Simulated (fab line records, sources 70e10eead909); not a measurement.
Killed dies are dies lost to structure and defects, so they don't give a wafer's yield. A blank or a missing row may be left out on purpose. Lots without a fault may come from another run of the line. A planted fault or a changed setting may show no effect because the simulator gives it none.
Which tool did it? | flow nand_harc | 12 lots, 36 wafers sampled, at 4 steps of a route of 1302

WHAT THE GAUGES READ, wafer by wafer
NHARC_P_M1_INSPECT_11.
lot  | measured     | on                | raw_defect_count
L075 | day 6 19:12  | defect_inspect-01 | 1 5 5
L077 | day 7 20:06  | defect_inspect-02 | 4 2 3
L079 | day 8 08:43  | defect_inspect-02 | 6 5 7
L081 | day 9 06:11  | defect_inspect-02 | 6 7 10
L083 | day 10 06:46 | defect_inspect-01 | 1 0 5
L085 | day 10 17:58 | defect_inspect-01 | 5 9 9
L087 | day 12 08:15 | defect_inspect-02 | 1 8 2
L089 | day 12 10:18 | defect_inspect-02 | 6 3 6
L091 | day 13 09:17 | defect_inspect-02 | 1 1 1
L093 | day 14 01:05 | defect_inspect-01 | 0 1 4
L095 | day 15 00:40 | defect_inspect-02 | 7 6 12
L097 | day 15 17:37 | defect_inspect-01 | 7 4 7

WHICH TOOL RAN EACH LOT (tool, then ch and the chambers of the sampled wafers, then the start)
lot  | NHARC_P_STI_ETCH_15              | NHARC_P_STI_CMP_21            | NHARC_P_CONTACT_PVD_32
L075 | rie_si-06 ch 0,1,3, day 3 07:02  | cmp-04 ch 0,1,2, day 4 01:25  | pvd_sputter-01, day 6 19:12 or earlier
L077 | rie_si-04 ch 0,2,3, day 4 03:38  | cmp-02 ch 0,2,3, day 5 00:17  | pvd_sputter-03, day 7 20:06 or earlier
L079 | rie_si-04 ch 0,3, day 4 22:59    | cmp-02 ch 0,2,3, day 5 16:23  | pvd_sputter-01, day 8 08:43 or earlier
L081 | rie_si-04 ch 0,1,2, day 5 20:53  | cmp-02 ch 0,3, day 6 16:04    | pvd_sputter-03, day 9 06:11 or earlier
L083 | rie_si-06 ch 0,2,3, day 6 17:15  | cmp-01 ch 0,1,2, day 7 16:14  | pvd_sputter-02, day 10 06:46 or earlier
L085 | rie_si-06 ch 0,2, day 7 10:52    | cmp-02 ch 0,1,2, day 8 04:07  | pvd_sputter-03, day 10 17:58 or earlier
L087 | rie_si-06 ch 0,1,3, day 8 07:19  | cmp-04 ch 1,2,3, day 9 16:11  | pvd_sputter-01, day 12 08:15 or earlier
L089 | rie_si-04 ch 0,1,2, day 9 01:38  | cmp-01 ch 0,2,3, day 9 16:09  | pvd_sputter-01, day 12 10:18 or earlier
L091 | rie_si-04 ch 0,3, day 10 00:44   | cmp-02 ch 0,2,3, day 10 17:47 | pvd_sputter-03, day 13 09:17 or earlier
L093 | rie_si-06 ch 0,1,3, day 10 17:38 | cmp-01 ch 0,1,2, day 11 13:32 | pvd_sputter-01, day 14 01:05 or earlier
L095 | rie_si-04 ch 0,2,3, day 11 15:01 | cmp-02 ch 0,2,3, day 12 10:35 | pvd_sputter-03, day 15 00:40 or earlier
L097 | rie_si-06 ch 0,3, day 12 09:34   | cmp-02 ch 0,1,3, day 13 05:02 | pvd_sputter-01, day 15 17:37 or earlier
- NHARC_P_STI_ETCH_15: etches the open film in HBr/Cl2, target depth 300 nm, time 100.1 s.
- NHARC_P_STI_CMP_21: polishes, t overpolish 20 s, target thk 380.67 nm.
- NHARC_P_CONTACT_PVD_32: deposits Ti, target thk 5 nm, time 17.7 s.

THE ANSWER, worked out from the rows above alone
Rule: what is usual is taken from the lots themselves. Put in order of their means at a reading, lots are off if they are a third of the lots or fewer, leave a main group of 4 or more, and stand apart from it by a gap of 3 or more times the standard deviation of the main group's means; of several such gaps the widest counts. A main group whose means are all the same, to the digits that the tables above print for the reading, isn't used. A lot without any number at a reading at which 4 lots or more have one is off too. The other lots that the step has rows for count as sound.
No lot is off at any reading shown: from this, nothing can be told.

WHAT THE SIMULATOR HAD PUT IN
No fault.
